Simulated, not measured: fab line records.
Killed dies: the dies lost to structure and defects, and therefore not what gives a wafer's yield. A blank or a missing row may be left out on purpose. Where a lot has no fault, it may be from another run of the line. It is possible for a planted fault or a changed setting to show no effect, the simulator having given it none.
Split-lot trial -- flow n5 finfet -- 7 lots, 21 wafers read, on a route of 1938 steps

== ON THE SPLIT ==
At N5_BEOL_M13_TRENCH_ETCH_34 (etches SiOC in C4F8/O2/Ar, target depth 413.47 nm, time 162.6 s), the setting time s was moved away from the recipe's 162.6 s on 5 of the 21 wafers read, by +8.9% to +21.3%. All remaining wafers had this setting at the recipe value.

== FROM THE SPLIT TO THE READING: what the file shows between them, 10 steps ==
- N5_BEOL_M13_STRIP_70: strips in C4F8/O2/Ar
- N5_BEOL_M13_OCD_MEAS_35
- N5_BEOL_M13_STRIP_37: strips in N2/H2
- N5_BEOL_M13_ETCH_38: etches SiCN in CF4/N2, target depth 67.5 nm, time 71.9 s
- N5_BEOL_M13_ECD_47: material Cu, target thk 936 nm
- N5_BEOL_M13_ANNEAL_48: time 90 s
- N5_BEOL_M13_CMP_49: polishes, stops on SiOC, t overpolish 17.1 s, target thk 420 nm
- N5_BEOL_M13_THK_MEAS_50: measures by xrf
- N5_BEOL_M13_PRE_CLEAN_52: time 15 s
- N5_BEOL_M13_DEP_53: deposits SiCN from 3MS/NH3, target thk 50 nm, time 17.8 s

== THE READING ==
At N5_BEOL_M13_RS_MEAS_54, a four-point-probe measurement gives M13_RS in ohm/sq. A value of 0.0450 ohm/sq with a standard deviation of 0.00084 ohm/sq is what fault-free wafers of this fab line usually give.

wafer,"tool, chamber at the split","time s as run, s",against the recipe,"M13_RS, ohm/sq",against lot-mates on the recipe
L074.2,"rie diel-02, 2",162.6,recipe,0.0455,-
L074.5,"rie diel-02, 1",162.6,recipe,0.0448,-
L074.6,"rie diel-02, 3",189.2,+16.4%,0.0380,-0.0071
L082.1,"rie diel-06, 0",162.6,recipe,0.0435,-
L082.3,"rie diel-06, 2",162.6,recipe,0.0448,-
L082.5,"rie diel-06, 2",162.6,recipe,0.0446,-
L089.2,"rie diel-06, 3",162.6,recipe,0.0459,-
L089.3,"rie diel-06, 1",162.6,recipe,0.0439,-
L089.5,"rie diel-06, 1",177,+8.9%,0.0404,-0.0045
L090.3,"rie diel-04, 0",162.6,recipe,0.0454,-
L090.5,"rie diel-04, 2",182,+11.9%,0.0405,-0.0049
L090.6,"rie diel-04, 1",182,+11.9%,0.0401,-0.0053
L093.1,"rie diel-04, 1",162.6,recipe,0.0453,-
L093.4,"rie diel-04, 0",197.3,+21.3%,0.0376,-0.0083
L093.6,"rie diel-04, 2",162.6,recipe,0.0465,-
L094.1,"rie diel-04, 2",162.6,recipe,0.0465,-
L094.3,"rie diel-04, 3",162.6,recipe,0.0462,-
L094.4,"rie diel-04, 1",162.6,recipe,0.0458,-
L097.1,"rie diel-02, 2",162.6,recipe,0.0459,-
L097.3,"rie diel-02, 3",162.6,recipe,0.0456,-
L097.4,"rie diel-02, 1",162.6,recipe,0.0437,-

FIT RESULTS
A straight line over all 21 wafers: M13_RS changes by -0.000404 ohm/sq for each +1% of time s; r = -0.95; the points scatter about the line by 0.00093 ohm/sq.
The same after taking each lot's own level away (the mean of its wafers on the recipe; 21 wafers): -0.000417 ohm/sq for each +1%; r = -0.97; scatter 0.00066 ohm/sq.
On that fit, the largest move of time s shifts the reading by 0.0089 ohm/sq.
The span of the lots' own levels, 0.04430 to 0.04617 ohm/sq, comes to 2.2 times the standard deviation stated above.
Consequently the slope shifts little with the lot-to-lot level, the two slopes agreeing.
Check: -0.00942 ohm/sq against its lot-mates is what the line predicts for one of the wafers moved furthest among these (+21.3%) when that wafer is left out of the fit. It came out at -0.0083 ohm/sq against them.

== OTHER SPLITS APPLIED TO THESE WAFERS ==
These wafers also went through other splits before the reading. Each is held against what the fit with the lots' levels taken away leaves over:
other split on the same wafers,wafers away from the commonest value,r with M13_RS (lot level and that fit taken away)
N5_BEOL_M10_ETCH_41 source w,5,-0.06
N5_BEOL_M12_ETCH_68 time s,7,-0.01
N5_BEOL_M12_SPUTTER_44 time s,7,+0.28

== THE WHOLE CHAIN: every reading that the file lists as answering this split, in the file's order ==
step,what it does,reading,change (the file's fit),r (the file's)
N5_BEOL_M13_TRENCH_ETCH_34,"etches SiOC in C4F8/O2/Ar, target depth 413.47 nm, time 162.6 s","etch.depth nm (the simulator's own value, which no gauge read)",+4.37 nm for each +1% of the setting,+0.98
N5_BEOL_M13_OCD_MEAS_35,,trench depth nm,+4.35 nm for each +1% of the setting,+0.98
N5_BEOL_M13_CMP_49,"polishes, stops on SiOC, t overpolish 17.1 s, target thk 420 nm","Cu_of_BEOL_M13_ECD_47.thk nm (the simulator's own value, which no gauge read)",+4.36 nm for each +1% of the setting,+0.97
N5_BEOL_M13_THK_MEAS_50,measures by xrf,M13_THK,+4.32 for each +1% of the setting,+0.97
N5_BEOL_M13_RS_MEAS_54,measures by four-point-probe,M13_RS,-0.000419 for each +1% of the setting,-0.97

== FILE'S OWN FIT ==
M13_RS changes by -0.000419 ohm/sq for each +1% of time s, r = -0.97.
